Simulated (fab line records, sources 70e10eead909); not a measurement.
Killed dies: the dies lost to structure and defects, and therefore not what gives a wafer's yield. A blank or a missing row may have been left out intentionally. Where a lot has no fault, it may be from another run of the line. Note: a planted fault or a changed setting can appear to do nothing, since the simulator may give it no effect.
fab line records	flow nandHarc	part 1 of 2: steps 1 to 4 of 6
[record] lots = 24	wafers = 72	lastDay = 25
route steps=1159 shown A_SGD_CUT@777 A_SLIT@794 A_CONTACT@923
lots with no fault: from the same line, run without faults
startH: start of the lot's first displayed wafer, in hours after the record's first day	waitH: hours since the lot's step before	" same as the row above	L1.1+2: several wafers, shown together as one row	- no value present, or no start provided	* or withheld: withheld	< > ~ a bound
route shown NAME@n: a module of which the file shows steps, and the number in the route of the first	usual: mean/standard deviation of fault-free wafers	same: alike in all rows	chamber/n: place in a boat	sites: the reading at each site	_std_site: standard deviation across them	_edge_site: outer sites' mean less inner sites'	radiusMm: how far each site lies from the wafer's centre	mask NAME#n: copy n	behind: tool/chamber where the wafer was last shaped	hold: cause of the lot's hold/its duration in hours/its outcome	device: whichever transistor did not switch (one of n, p or np)	end of line: tests run on the same wafers once the route is complete	where a step has no rows: the recipe by itself	killed: dies lost to structure and defects at the first sort, not the wafer's yield	map: a wafer's dies, x killed, . not, _ none there
set.NAME: the run value of the setting; set.NAME@STEP: its run value at that earlier step	model.NAME: the simulator's own value behind a step, which no gauge read
route steps across a sampled set of lots; one table per step, one row per wafer
services: a tool's chamber out of use, with start hour (startH, from the record's first day; less than 0 if before it), hours out, and reason
[[steps]]
[step NHARC_A_SGD_CUT_STRIP_28]
[recipe] timeS = 20	o2FlowSccm = 500	arFlowSccm = 0	biasW = 0	chemistry = O2
[usual] drypumpMotorCurrentA = 6.1/0.47	oesProductAu = 0.998/0.0099	rfVppV = 57.8/0.87	showerheadPlenumPTorr = 3.52/0.16	throttleValvePct = 17.035/0.0085
lot.wafer	tool	chamber	startH	waitH	drypumpMotorCurrentA	oesProductAu	rfHoursCounterH	rfVppV	showerheadPlenumPTorr	throttleValvePct
L074.1	rieDiel-08	0	-	-	5.4	1.015	0	58.2	3.76	17.035
L074.3	"	2	"	"	6.0	1.001	0	57.6	3.31	17.027
L074.6	"	3	"	"	6.5	1.007	-	57.9	3.45	17.037
L075.2	rieDiel-12	1	-	-	6.5	0.996	13	58.4	3.60	17.025
L075.3	"	2	"	"	6.6	0.998	13	56.8	3.54	17.026
L075.6	"	2	"	"	6.6	1.000	-	57.9	3.55	17.038
L077.1	rieDiel-08	3	-	-	6.5	1.007	2	55.6	3.45	17.023
L077.5	"	0	"	"	5.4	1.015	-	57.9	3.76	17.018
L077.6	"	1	"	"	5.9	1.006	-	57.7	3.60	17.037
L076.1	rieDiel-10	0	-	-	6.3	0.993	9	58.4	3.75	17.034
L076.5	"	1	"	"	5.2	0.974	-	58.2	3.36	17.020
L076.4	"	2	"	"	6.6	0.996	-	58.1	3.72	17.030
L079.1	rieDiel-10	3	-	-	5.8	1.008	11	58.5	3.39	17.030
L079.4	"	1	"	"	5.3	0.971	10	57.6	3.36	17.036
L079.6	"	0	"	"	6.3	1.002	-	58.4	3.75	17.044
L078.1	rieDiel-12	0	-	-	5.8	0.994	15	58.3	3.32	17.029
L078.4	"	1	"	"	6.6	1.004	16	57.6	3.60	17.037
L078.6	"	0	"	"	5.8	0.988	-	57.4	3.32	17.037
L081.4	rieDiel-12	0	-	-	5.8	0.991	16	57.3	3.32	17.045
L081.3	"	2	"	"	6.6	0.990	18	57.7	3.54	17.028
L081.1	"	3	"	"	5.7	0.998	16	58.5	3.40	17.041
L080.2	rieDiel-08	3	362.69	0.1	6.5	1.007	5	58.3	3.45	17.047
L080.6	"	3	"	"	6.5	1.011	-	57.6	3.45	17.040
L080.4	"	1	"	"	6.0	1.017	-	57.2	3.60	17.054
L082.4	rieDiel-10	0	-	-	6.3	0.996	2	57.8	3.74	17.040
L082.1	"	1	"	"	5.3	0.992	2	58.9	3.35	17.020
L082.2	"	3	"	"	5.8	0.987	1	56.7	3.39	17.029
L084.3	rieDiel-08	0	-	-	5.4	1.021	7	58.9	3.76	17.033
L084.5	"	1	"	"	5.9	1.010	-	58.5	3.60	17.042
L084.6	"	2	"	"	5.9	0.993	-	57.6	3.30	17.032
L085.3	rieDiel-12	2	-	-	6.6	1.004	19	58.3	3.54	17.042
L085.4	"	0	"	"	5.8	0.996	17	57.9	3.32	17.046
L085.5	"	2	"	"	6.6	0.991	-	58.1	3.54	17.036
L083.1	rieDiel-10	3	-	-	5.8	0.995	1	57.3	3.39	17.038
L083.3	"	2	"	"	6.7	0.999	1	56.6	3.72	17.025
L083.6	"	0	"	"	6.3	1.001	-	57.9	3.74	17.044
L087.1	rieDiel-12	2	-	-	6.6	0.987	0	58.7	3.54	17.043
L087.2	"	1	"	"	6.6	0.994	0	59.1	3.60	17.039
L087.6	"	3	"	"	5.7	0.986	-	57.2	3.40	17.021
L089.1	rieDiel-08	3	-	-	6.5	1.010	11	60.1	3.45	17.040
L089.2	"	0	"	"	5.4	1.009	10	59.2	3.76	17.041
L089.5	"	3	"	"	6.5	1.015	-	57.7	3.45	17.023
L086.1	rieDiel-10	0	-	-	6.3	0.999	3	58.3	3.74	17.040
L086.4	"	1	"	"	5.3	1.014	4	56.9	3.35	17.040
L086.6	"	3	"	"	5.8	0.981	-	57.2	3.39	17.044
L088.3	rieDiel-12	3	-	-	5.7	0.985	2	56.4	3.40	17.034
L088.1	"	0	"	"	5.8	0.999	2	57.7	3.32	17.036
L088.5	"	2	"	"	6.5	0.986	-	56.8	3.54	17.033
L091.1	rieDiel-10	1	-	-	5.3	0.994	5	57.6	3.35	17.037
L091.4	"	2	"	"	6.7	0.990	4	57.5	3.71	17.039
L091.3	"	3	"	"	5.8	0.985	4	58.5	3.39	17.030
L092.1	rieDiel-08	3	-	-	6.5	1.015	11	57.6	3.45	17.026
L092.5	"	3	"	"	6.5	1.010	-	56.8	3.45	17.040
L092.6	"	0	"	"	5.4	1.002	-	57.7	3.76	17.031
L090.1	rieDiel-12	0	-	-	5.8	0.992	3	58.2	3.32	17.035
L090.2	"	1	"	"	6.5	0.987	3	57.4	3.60	17.031
L090.4	"	3	"	"	5.7	0.990	3	56.9	3.40	17.034
L093.1	rieDiel-12	1	-	-	6.6	0.993	3	57.6	3.60	17.036
L093.3	"	3	"	"	5.7	0.988	4	57.8	3.40	17.022
L093.2	"	0	"	"	5.8	1.004	4	57.8	3.32	17.035
L094.4	rieDiel-08	0	-	-	5.4	1.014	11	58.5	3.76	17.034
L094.3	"	1	"	"	5.9	1.019	13	58.0	3.59	17.039
L094.6	"	0	"	"	5.5	1.018	-	57.7	3.76	17.040
L096.2	rieDiel-10	2	-	-	6.6	0.986	5	59.1	3.71	17.026
L096.4	"	0	"	"	6.3	0.993	5	56.6	3.74	17.047
L096.5	"	2	"	"	6.7	0.987	-	58.2	3.71	17.020
L095.2	rieDiel-10	3	-	-	5.8	1.006	5	57.7	3.39	17.032
L095.1	"	0	"	"	6.3	1.013	5	58.2	3.74	17.027
L095.6	"	2	"	"	6.7	0.983	-	58.6	3.71	17.034
L097.1	rieDiel-10	0	-	-	6.3	0.986	6	57.4	3.74	17.036
L097.3	"	1	"	"	5.2	0.990	7	56.2	3.35	17.038
L097.6	"	1	"	"	5.3	0.994	-	57.8	3.35	17.028
[step NHARC_A_SLIT_ETCH_24]
[recipe] targetDepthA = 1210	timeS = 60.5	cf4FlowSccm = 100	chf3FlowSccm = 30	arFlowSccm = 0	rfW = 500	biasW = 200	chemistry = CF4/CHF3
[usual] drypumpMotorCurrentA = 5.7/0.32	oesProductAu = 0.960/0.021	rfVppV = 371.0/2.4	showerheadPlenumPTorr = 1.59/0.069	throttleValvePct = 16.803/0.0081
lot.wafer	tool	chamber	startH	waitH	drypumpMotorCurrentA	oesProductAu	rfHoursCounterH	rfVppV	showerheadPlenumPTorr	throttleValvePct
L074.3	rieDiel-09	3	316.02	0.1	6.0	0.977	2	371.8	1.60	16.799
L074.1	"	0	"	"	6.2	0.960	1	374.1	1.65	16.796
L074.6	"	3	"	"	6.0	0.980	-	371.3	1.60	16.820
L075.3	rieDiel-02	0	316.04	0.1	5.6	0.986	11	372.5	1.64	16.806
L075.2	"	3	"	"	5.6	0.947	11	370.1	1.54	16.795
L075.6	"	0	"	"	5.6	0.986	-	373.8	1.64	16.814
L077.1	rieDiel-02	1	327.13	0.1	5.9	0.927	13	366.4	1.47	16.810
L077.5	"	1	"	"	5.9	0.936	-	365.8	1.47	16.799
L077.6	"	2	"	"	5.5	0.916	-	374.0	1.66	16.792
L076.4	rieDiel-09	1	327.83	0.1	6.1	0.984	2	373.6	1.67	16.806
L076.1	"	3	"	"	6.0	0.989	3	372.1	1.60	16.799
L076.5	"	0	"	"	6.2	0.981	-	374.3	1.65	16.805
L079.1	rieDiel-07	0	343.22	0.1	5.2	0.960	8	369.1	1.57	16.791
L079.4	"	1	"	"	5.5	0.969	8	371.9	1.56	16.803
L079.6	"	0	"	"	5.2	0.956	-	369.8	1.57	16.809
L078.1	rieDiel-09	1	343.65	0.1	6.1	0.977	3	373.7	1.67	16.800
L078.4	"	2	"	"	5.3	0.952	4	367.3	1.49	16.801
L078.6	"	0	"	"	6.2	0.980	-	372.4	1.65	16.807
L081.3	rieDiel-02	3	367.65	0.1	5.6	0.940	1	370.2	1.54	16.812
L081.1	"	0	"	"	5.7	0.943	1	372.3	1.64	16.791
L081.4	"	1	"	"	5.9	0.959	1	368.3	1.47	16.806
L080.2	rieDiel-07	0	368.62	0.1	5.2	0.966	10	369.7	1.57	16.799
L080.4	"	3	"	"	6.1	0.968	8	369.4	1.51	16.795
L080.6	"	1	"	"	5.5	0.959	-	371.7	1.56	16.801
L082.1	rieDiel-07	3	382.14	0.1	6.1	0.919	9	368.9	1.51	16.813
L082.2	"	1	"	"	5.5	0.938	11	370.4	1.56	16.808
L082.4	"	0	"	"	5.2	0.909	-	370.2	1.57	16.806
L084.3	rieDiel-09	1	382.27	0.1	6.1	0.970	6	372.7	1.67	16.809
L084.6	"	3	"	"	6.0	0.998	-	371.4	1.60	16.811
L084.5	"	0	"	"	6.2	0.979	-	373.3	1.65	16.809
L085.4	rieDiel-02	3	382.51	0.1	5.6	0.950	4	369.0	1.54	16.799
L085.3	"	1	"	"	5.9	0.985	3	366.7	1.47	16.796
L085.5	"	0	"	"	5.7	0.988	-	373.3	1.64	16.813
L083.1	rieDiel-02	3	384.18	0.1	5.6	0.963	4	370.2	1.54	16.801
L083.3	"	0	"	"	5.7	0.977	3	372.1	1.64	16.810
L083.6	"	3	"	"	5.6	0.969	-	369.9	1.54	16.810
L087.2	rieDiel-02	2	396.17	0.1	5.4	0.977	4	372.5	1.66	16.809
L087.1	"	3	"	"	5.5	0.950	5	370.7	1.54	16.821
L087.6	"	0	"	"	5.6	0.971	-	372.0	1.64	16.805
L089.2	rieDiel-09	0	406.59	0.1	6.2	0.985	8	373.0	1.65	16.808
L089.1	"	2	"	"	5.3	0.946	8	367.9	1.49	16.806
L089.5	"	1	"	"	6.1	0.981	-	374.8	1.67	16.816
L086.1	rieDiel-02	2	406.81	0.1	5.5	0.959	5	373.2	1.66	16.817
L086.4	"	0	"	"	5.7	0.994	4	373.1	1.64	16.807
L086.6	"	3	"	"	5.6	0.969	-	368.6	1.54	16.811
L088.3	rieDiel-09	0	407.39	0.1	6.2	0.957	8	372.1	1.65	16.805
L088.1	"	2	"	"	5.3	0.967	9	366.4	1.49	16.815
L088.5	"	1	"	"	6.1	0.969	-	373.5	1.67	16.795
L091.3	rieDiel-07	1	417.01	0.1	5.5	0.960	0	369.0	1.56	16.810
L091.4	"	2	"	"	6.3	0.968	1	372.2	1.61	16.792
L091.1	"	3	"	"	6.1	0.976	1	367.6	1.51	16.793
L092.1	rieDiel-09	3	418.26	0.1	6.0	0.985	10	369.8	1.60	16.800
L092.5	"	1	"	"	6.1	0.955	-	374.4	1.67	16.793
L092.6	"	2	"	"	5.2	0.958	-	367.8	1.49	16.810
L090.2	rieDiel-02	1	418.89	0.1	5.9	0.965	6	368.4	1.47	16.800
L090.1	"	3	"	"	5.6	0.965	6	369.6	1.54	16.807
L090.4	"	0	"	"	5.7	0.976	-	371.8	1.64	16.804
L093.3	rieDiel-02	0	435.61	0.1	5.6	0.936	7	374.0	1.64	16.805
L093.2	"	1	"	"	5.9	0.935	7	366.6	1.47	16.806
L093.1	"	2	"	"	5.5	0.917	7	372.7	1.66	16.809
L094.3	rieDiel-02	2	436.23	0.1	5.5	0.947	8	372.1	1.66	16.798
L094.4	"	0	"	"	5.7	0.956	7	372.5	1.64	16.803
L094.6	"	2	"	"	5.5	0.946	-	372.9	1.66	16.807
L096.2	rieDiel-02	3	444.71	0.1	5.6	0.955	9	370.1	1.54	16.796
L096.5	"	2	"	"	5.5	0.962	-	373.7	1.66	16.812
L096.4	"	3	"	"	5.6	0.949	-	367.9	1.54	16.796
L095.1	rieDiel-02	2	445.63	0.1	5.4	0.970	9	373.3	1.66	16.796
L095.2	"	0	"	"	5.6	0.990	8	373.1	1.64	16.814
L095.6	"	2	"	"	5.5	0.952	-	373.4	1.66	16.812
L097.1	rieDiel-07	2	467.28	0.1	6.3	0.925	3	372.6	1.61	16.802
L097.3	"	3	"	"	6.1	0.934	4	369.7	1.51	16.792
L097.6	"	0	"	"	5.2	0.917	-	371.0	1.57	16.807
[step NHARC_A_SLIT_ETCH_17]
[recipe] biasV = 900	sourceW = withheld	pressureMtorr = 20	arFlowSccm = 375	c4f8FlowSccm = 83.3	o2FlowSccm = 41.7	timeS = 1687.5	targetDepthA = 1.01e+05	chemistry = C4F8/O2/Ar
[usual] drypumpMotorCurrentA = 5.31/0.19	showerheadPlenumPTorr = 3.71/0.14	throttleValvePct = 32.046/0.008
lot.wafer	tool	chamber	startH	waitH	drypumpMotorCurrentA	rfHoursCounterH	showerheadPlenumPTorr	throttleValvePct
L074.1	harEtch-02	1	319.93	-	5.18	171	3.51	32.056
L074.3	"	0	"	"	5.12	-	3.84	32.046
L074.6	"	0	"	"	5.13	-	3.84	32.041
L075.2	harEtch-02	1	321.35	-	5.23	173	3.51	32.066
L075.3	"	1	"	"	5.21	-	3.51	32.043
L075.6	"	1	"	"	5.22	-	3.51	32.043
L077.1	harEtch-01	0	328.05	-	5.65	4	3.80	32.047
L077.5	"	1	"	"	5.35	-	3.80	32.062
L077.6	"	0	"	"	5.64	-	3.80	32.043
L076.1	harEtch-02	0	328.75	-	5.13	178	3.84	32.053
L076.4	"	0	"	"	5.13	-	3.84	32.047
L076.5	"	1	"	"	5.21	-	3.51	32.060
L079.1	harEtch-02	1	343.91	-	5.19	183	3.51	32.051
L079.4	"	0	"	"	5.11	-	3.84	32.042
L079.6	"	0	"	"	5.13	-	3.84	32.039
L078.1	harEtch-01	0	344.57	-	5.64	13	3.79	32.050
L078.4	"	0	"	"	5.61	-	3.79	32.050
L078.6	"	1	"	"	5.36	-	3.79	32.043
L081.1	harEtch-02	0	369.06	-	5.13	193	3.83	32.068
L081.3	"	1	"	"	5.21	-	3.50	32.053
L081.4	"	0	"	"	5.13	-	3.83	32.033
L080.2	harEtch-01	0	369.56	-	5.64	23	3.79	32.055
L080.4	"	1	"	"	5.40	-	3.79	32.049
L080.6	"	0	"	"	5.65	-	3.79	32.043
L082.1	harEtch-02	1	382.95	-	5.24	202	3.50	32.047
L082.2	"	0	"	"	5.16	202	3.82	32.052
L082.4	"	1	"	"	5.21	-	3.50	32.052
L084.3	harEtch-01	1	383.43	-	5.40	-	3.78	32.026
L084.5	"	1	"	"	5.43	-	3.78	32.053
L084.6	"	0	"	"	5.63	-	3.79	32.040
L085.3	harEtch-02	1	385.09	-	5.15	-	3.50	32.049
L085.4	"	0	"	"	5.12	-	3.82	32.044
L085.5	"	1	"	"	5.17	-	3.50	32.047
L083.1	harEtch-01	1	385.11	-	5.36	30	3.78	32.063
L083.3	"	1	"	"	5.40	-	3.78	32.057
L083.6	"	1	"	"	5.36	-	3.78	32.038
L087.2	harEtch-02	1	397.89	-	5.22	209	3.49	32.026
L087.1	"	0	"	"	5.14	209	3.82	32.044
L087.6	"	1	"	"	5.19	-	3.49	32.035
L089.2	harEtch-02	1	407.27	-	5.21	210	3.49	32.054
L089.1	"	0	"	"	5.13	210	3.82	32.038
L089.5	"	0	408.54	-	5.12	-	3.82	32.047
L086.1	harEtch-01	1	407.49	-	5.45	39	3.78	32.035
L086.4	"	0	"	"	5.63	-	3.78	32.043
L086.6	"	0	"	"	5.65	-	3.78	32.027
L088.1	harEtch-02	0	408.98	-	5.13	212	3.82	32.058
L088.3	"	1	"	"	5.21	-	3.49	32.050
L088.5	"	1	"	"	5.22	-	3.49	32.033
L091.1	harEtch-01	0	417.96	-	5.65	44	3.78	32.047
L091.4	"	1	"	"	5.38	-	3.78	32.059
L091.3	"	0	"	"	5.63	-	3.78	32.050
L092.1	harEtch-01	1	419.37	-	5.35	46	3.78	32.042
L092.6	"	1	"	"	5.37	-	3.78	32.045
L092.5	"	0	"	"	5.62	-	3.78	32.056
L090.1	harEtch-02	0	420.23	-	5.14	217	3.82	32.034
L090.2	"	1	"	"	5.20	217	3.49	32.045
L090.4	"	1	"	"	5.24	-	3.49	32.039
L093.2	harEtch-02	1	436.30	-	5.17	223	3.49	32.037
L093.1	"	0	"	"	5.13	223	3.81	32.040
L093.3	"	1	"	"	5.18	-	3.49	32.038
L094.4	harEtch-02	0	438.51	-	5.13	-	3.81	32.038
L094.3	"	1	"	"	5.20	-	3.48	32.050
L094.6	"	1	"	"	5.24	-	3.48	32.053
L096.2	harEtch-01	0	445.77	-	5.63	55	3.77	32.046
L096.4	"	1	"	"	5.38	-	3.77	32.046
L096.5	"	1	"	"	5.36	-	3.77	32.045
L095.1	harEtch-02	0	446.45	-	5.13	230	3.81	32.064
L095.2	"	1	"	"	5.19	230	3.48	32.053
L095.6	"	0	"	"	5.13	-	3.81	32.042
L097.1	harEtch-01	1	468.20	-	5.39	62	3.77	32.046
L097.3	"	1	"	"	5.40	-	3.77	32.046
L097.6	"	1	"	"	5.39	-	3.77	32.045
[step NHARC_A_CONTACT_DEP_84]
[recipe] targetThkA = 20000	tempC = 400	material = aC
[usual] throttleValvePct = 35.001/0.0088
lot.wafer	tool	chamber	startH	waitH	throttleValvePct
L075.2	aclDep-03	0	381.74	-	34.989
L075.3	"	0	"	"	34.994
L075.6	"	0	"	"	35.012
L074.1	aclDep-03	0	382.78	-	35.010
L074.3	"	0	"	"	35.003
L074.6	"	0	"	"	34.995
L076.1	aclDep-02	0	384.17	-	35.005
L076.4	"	0	"	"	34.991
L076.5	"	0	"	"	35.016
L077.1	aclDep-03	0	384.41	-	34.998
L077.5	"	0	"	"	35.000
L077.6	"	0	"	"	34.999
L079.1	aclDep-03	0	399.88	-	35.011
L079.4	"	0	"	"	35.000
L079.6	"	0	"	"	35.015
L078.1	aclDep-02	0	401.10	-	35.001
L078.4	"	0	"	"	35.012
L078.6	"	0	"	"	35.008
L081.1	aclDep-02	0	426.56	-	34.997
L081.3	"	0	"	"	35.001
L081.4	"	0	"	"	35.020
L080.2	aclDep-01	0	427.47	-	34.983
L080.4	"	0	"	"	35.019
L080.6	"	0	"	"	34.998
L085.3	aclDep-02	0	442.00	-	35.001
L085.4	"	0	"	"	35.000
L085.5	"	0	"	"	34.995
L082.1	aclDep-03	0	447.69	-	35.002
L082.2	"	0	"	"	34.998
L082.4	"	0	"	"	35.005
L084.3	aclDep-02	0	448.93	-	34.994
L084.5	"	0	"	"	34.996
L084.6	"	0	"	"	35.004
L083.1	aclDep-01	0	455.45	-	35.007
L083.3	"	0	"	"	35.001
L083.6	"	0	"	"	34.984
L087.1	aclDep-02	0	458.76	-	35.000
L087.2	"	0	"	"	34.993
L087.6	"	0	"	"	35.021
L086.1	aclDep-01	0	463.46	-	35.005
L086.4	"	0	"	"	35.011
L086.6	"	0	"	"	34.999
L089.1	aclDep-03	0	466.27	-	35.011
L089.2	"	0	"	"	35.011
L089.5	"	0	"	"	34.993
L088.1	aclDep-02	0	467.63	-	34.998
L088.3	"	0	"	"	35.008
L088.5	"	0	"	"	35.002
L090.1	aclDep-02	0	476.58	-	34.991
L090.2	"	0	"	"	34.993
L090.4	"	0	"	"	34.988
L092.1	aclDep-03	0	478.85	-	35.001
L092.5	"	0	"	"	34.992
L092.6	"	0	"	"	34.996
L091.1	aclDep-02	0	480.43	-	35.004
L091.3	"	0	"	"	34.992
L091.4	"	0	"	"	34.997
L094.3	aclDep-02	0	490.31	-	34.994
L094.4	"	0	"	"	35.006
L094.6	"	0	"	"	34.997
L093.1	aclDep-03	0	495.07	-	35.008
L093.2	"	0	"	"	34.990
L093.3	"	0	"	"	34.997
L096.2	aclDep-02	0	512.41	-	34.998
L096.4	"	0	"	"	35.003
L096.5	"	0	"	"	34.985
L095.1	aclDep-01	0	513.85	-	35.015
L095.2	"	0	"	"	34.987
L095.6	"	0	"	"	35.005
L097.1	aclDep-03	0	525.87	-	34.988
L097.3	"	0	"	"	35.001
L097.6	"	0	"	"	35.007
